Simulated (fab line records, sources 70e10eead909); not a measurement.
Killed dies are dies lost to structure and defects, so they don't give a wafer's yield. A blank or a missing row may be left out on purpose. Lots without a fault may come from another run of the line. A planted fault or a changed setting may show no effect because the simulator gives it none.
Which tool did it? | flow nand_harc | 6 lots, 18 wafers sampled, at 2 steps of a route of 1302

WHAT THE GAUGES READ, wafer by wafer
NHARC_P_ZERO_WELL_CD_MEAS_24: target cd 720 nm.
lot  | measured     | on        | cd_nm (nm)
L290 | day 3 04:20  | cd_sem-03 | 723.5 718.8 718.5
L293 | day 4 10:20  | cd_sem-02 | 718.8 720.4 720.9
L295 | day 5 06:35  | cd_sem-01 | 721.0 720.0 720.8
L299 | day 6 22:34  | cd_sem-03 | 721.2 719.2 718.5
L302 | day 8 04:29  | cd_sem-03 | 720.2 721.5 720.7
L309 | day 11 02:20 | cd_sem-03 | 717.6 719.0 718.9

WHICH TOOL RAN EACH LOT (tool, then ch and the chambers of the sampled wafers, then the start)
lot  | NHARC_P_ZERO_WELL_EXPOSE_21
L290 | krf_scanner-04 ch 0, day 3 04:11
L293 | krf_scanner-02 ch 0, day 4 10:11
L295 | krf_scanner-03 ch 0, day 5 06:26
L299 | krf_scanner-02 ch 0, day 6 22:25
L302 | krf_scanner-04 ch 0, day 8 04:20
L309 | krf_scanner-04 ch 0, day 11 02:11
- NHARC_P_ZERO_WELL_EXPOSE_21: exposes mask P NWELL, target cd 720 nm.

THE ANSWER, worked out from the rows above alone
Rule: what is usual is taken from the lots themselves. Put in order of their means at a reading, lots are off if they are a third of the lots or fewer, leave a main group of 4 or more, and stand apart from it by a gap of 3 or more times the standard deviation of the main group's means; of several such gaps the widest counts. A main group whose means are all the same, to the digits that the tables above print for the reading, isn't used. A lot without any number at a reading at which 4 lots or more have one is off too. The other lots that the step has rows for count as sound.
No lot is off at any reading shown: from this, nothing can be told.

WHAT THE SIMULATOR HAD PUT IN
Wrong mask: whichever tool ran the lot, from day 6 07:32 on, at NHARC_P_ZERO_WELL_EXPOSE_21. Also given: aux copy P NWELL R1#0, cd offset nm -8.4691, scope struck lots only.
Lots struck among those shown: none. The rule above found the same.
